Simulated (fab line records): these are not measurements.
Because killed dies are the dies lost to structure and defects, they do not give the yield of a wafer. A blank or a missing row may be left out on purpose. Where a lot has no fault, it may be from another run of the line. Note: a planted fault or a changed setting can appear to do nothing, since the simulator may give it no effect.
Struck lot and sound lot, side by side ; flow n5-finfet ; 42 steps out of a route of 1938
Sound: these wafers, L976.1, L976.4, L976.6. Struck: wafers L992.4, L992.6. (L992.3 of the same lot was not struck and is left out.) The cause comes at the end.
Order at every step that has rows: each side's tool, ch and its chambers, its first start. Under that, the readings that differ: sound wafers ; struck wafers ; difference of the means ; sigmas: that difference in standard deviations of wafers without a fault.
alike: a reading whose means differ by less than 2 such deviations, as well as words and numbers matching on both sides. not compared: withheld readings; readings where some wafer has no value; bounds like >300 that might hide an equal value; numbers whose values overlap and for which the record gives no deviation.
Wherever a step has rows on one side only, a row that says differs or no value, or a row with sigmas, the two part there. Numbers that have no deviation but don't overlap get no sigmas and don't part them. A reading that every wafer of one side lacks parts them only if that side has two wafers or more.

first, 4 steps without rows for these wafers: N5_BEOL_M4_STRIP_36 (strips in N2/H2); N5_BEOL_M4_TRENCH_ETCH_37 (etches SiOC in C4F6/O2, target depth 55.555 nm, time 29.2 s); N5_BEOL_M4_ETCH_41 (etches SiCN in CH3F/O2, target depth 29.9 nm, time 52.5 s); N5_BEOL_M4_STRIP_97 (strips in N2/H2, time 10 s).
N5_BEOL_M4_OCD_MEAS_38:
  sound: ocd-02 at day 8 05:28; struck: ocd-02 at day 11 10:43
  alike: trench-depth-nm
then, 4 steps without rows for these wafers: N5_BEOL_M4_HM_STRIP_39 (strips TiN in peroxide tin strip, target depth 25 nm, time 158 s); N5_BEOL_M4_SRD_40 (time 30 s); N5_BEOL_M4_PRECLEAN_42 (cleans in residue remover, time 60 s); N5_BEOL_M4_SRD_43 (time 30 s).
N5_BEOL_M4_CD_MEAS_35: target cd 18 nm, target cd y 22.4 nm.
  sound: cd-sem-02 at day 8 05:37; struck: cd-sem-01 at day 11 10:52
  alike: cd-nm
then, 2 steps without rows for these wafers: N5_BEOL_M4_DEGAS_44 (time 60 s); N5_BEOL_M4_PRE_CLEAN_45 (time 30 s).
N5_BEOL_M4_ALD_84: deposits TaN, pulse time 2 s, purge time 3 s, co reactant purge time 2 s.
  sound on ald-metal-01 ch 0,1,2, day 8 05:55; struck on ald-metal-03 ch 3, day 11 11:40
  alike: heater-power-outer-w, heater-power-w, precursor-vessel-pressure-torr
then, 2 steps without rows for these wafers: N5_BEOL_M4_SURFACE_TREAT_85; N5_BEOL_M4_CVD_47 (deposits Co from CCTBA/H2, target thk 3 nm, time 223.8 s).
N5_BEOL_M4_SPUTTER_48: material Cu, target thk 4.5 nm, time 8.29 s.
  sound: pvd-sputter-02 at day 8 06:22; struck: pvd-sputter-02 at day 11 12:22
  alike: throttle-valve-pct
N5_BEOL_M4_ANNEAL_49: time 240 s.
  sound: pvd-sputter-02 at day 8 06:27; struck: pvd-sputter-02 at day 11 12:26
  alike: heater-power-w
then, 7 steps without rows for these wafers: N5_BEOL_M4_SPUTTER_79 (material Cu, target thk 4.5 nm, time 8.29 s); N5_BEOL_M4_ANNEAL_80 (time 240 s); N5_BEOL_M4_SPUTTER_81 (material Cu, target thk 4.5 nm, time 8.29 s); N5_BEOL_M4_ANNEAL_82 (time 240 s); N5_BEOL_M4_SPUTTER_86 (material Cu, target thk 4.5 nm, time 8.29 s); N5_BEOL_M4_ANNEAL_87 (time 240 s); N5_BEOL_M4_SPUTTER_88 (material Cu, target thk 4.5 nm, time 8.29 s).
N5_BEOL_M4_ANNEAL_89: time 240 s.
  sound: pvd-sputter-02 at day 8 07:20; struck: pvd-sputter-02 at day 11 13:19
  alike: heater-power-w
then, 2 steps without rows for these wafers: N5_BEOL_M4_SPUTTER_90 (material Cu, target thk 4.5 nm, time 8.29 s); N5_BEOL_M4_ANNEAL_91 (time 240 s).
N5_BEOL_M4_SPUTTER_92: material Cu, target thk 4.5 nm, time 8.29 s.
  sound: pvd-sputter-02 at day 8 07:41; struck: pvd-sputter-02 at day 11 13:41
  alike: throttle-valve-pct
then, 7 steps without rows for these wafers: N5_BEOL_M4_ANNEAL_93 (time 240 s); N5_BEOL_M4_SPUTTER_94 (material Cu, target thk 4.5 nm, time 8.29 s); N5_BEOL_M4_ANNEAL_95 (time 240 s); N5_BEOL_M4_SPUTTER_96 (material Cu, target thk 4.5 nm, time 8.29 s); N5_BEOL_M4_ECD_50 (material Cu, target thk 300 nm); N5_BEOL_M4_ANNEAL_51 (time 90 s); N5_BEOL_M4_CMP_52 (polishes, stops on SiOC, t overpolish 6.8 s, target thk 40 nm).
N5_BEOL_M4_THK_MEAS_53: measures by xrf.
  sound: film-metro-02 at day 8 08:55; struck: film-metro-01 at day 11 14:55
  alike: M4_THK
then, 1 step without rows for these wafers: N5_BEOL_M4_PRE_CLEAN_60 (time 15 s).
N5_BEOL_M4_CO_CAP_55: material Co, precursor CCTBA/H2, target thk 2 nm, time 102.1 s.
  sound on cvd-co-01 ch 0,2, day 8 09:00; struck on cvd-co-02 ch 0,2, day 11 14:59
  alike: heater-power-outer-w, heater-power-w
then, 2 steps without rows for these wafers: N5_BEOL_M4_PRE_CLEAN_56 (time 15 s); N5_BEOL_M4_DEP_57 (deposits SiCN from 3MS/NH3, target thk 8 nm, time 14 s).
N5_BEOL_M4_RS_MEAS_58: measurement is done with a four-point probe.
  sound: film-metro-01 at day 8 09:11; struck: film-metro-01 at day 11 15:10
  alike: M4_RS
-- the record jumps here: 4 days lie between the struck wafers' starts before and after (it left off in module BEOL_M4 and takes up again in module PASSIVATION, whose first step shown is number 1936 of the route) --
N5_PASSIVATION_PROBE_49:
  the record has rows for the struck wafers here (prober-02, day 15 23:04) and none for the sound ones

== WHERE THEY PART ==
Only at N5_PASSIVATION_PROBE_49, as far as this record shows.

WHY: whatever the simulator had introduced
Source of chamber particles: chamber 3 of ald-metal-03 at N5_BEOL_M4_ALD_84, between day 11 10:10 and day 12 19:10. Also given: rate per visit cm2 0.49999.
